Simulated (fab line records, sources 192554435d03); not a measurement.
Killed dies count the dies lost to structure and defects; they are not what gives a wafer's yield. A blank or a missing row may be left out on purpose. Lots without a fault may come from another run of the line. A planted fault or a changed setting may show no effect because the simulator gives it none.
Chamber matching ; flow n5 finfet ; 4 sister chambers for N5_HKMG_FIN_HK_ALD_01 on ald hk-03
The step deposits HfO2, target thk 1.6 nm, pulse time 3 s, purge time 3 s. 4 wafers are shown with their chamber, then 7 later ones without.

## WAFERS PAIRED WITH THEIR CHAMBERS
wafer;chamber;precursor pulse height rel
L083.1;1;1.010
L083.2;2;0.983
L083.4;0;1.011
L083.5;3;1.014

## WAFERS MISSING THEIR CHAMBER
wafer;precursor pulse height rel
L083.6;1.001
L086.3;0.980
L086.5;1.006
L086.6;0.990
L096.1;1.016
L096.5;1.005
L096.6;1.039

## WHICH CHAMBER EACH WENT THROUGH
wafer;from the rows above;in truth
L083.6;can't be placed: 1 or 0 or 3 or 2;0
L086.3;2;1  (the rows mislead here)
L086.5;can't be placed: 1 or 0 or 3 or 2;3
L086.6;can't be placed: 2 or 1 or 0 or 3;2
L096.1;can't be placed: 3 or 0 or 1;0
L096.5;can't be placed: 1 or 0 or 3 or 2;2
L096.6;can't be placed: 3 or 0 or 1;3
Correct placement for 0 of the 7. Can't be placed from these rows: 6 (the true chamber is among the candidates in 6). Placed wrongly: 1.
How it was worked out, from the rows above alone: a wafer's distance from a chamber is the root of the sum, over the readings, of the square of ((its reading less the chamber's mean) divided by the reading's scatter). The wafer belongs to the nearest chamber; if the next one is less than 2 further off, it can't be placed. For every chamber, the mean is computed from those of its wafers that are shown. The scatter: root of mean squared gap, hidden wafer to nearest shown wafer, with one shown wafer a chamber.
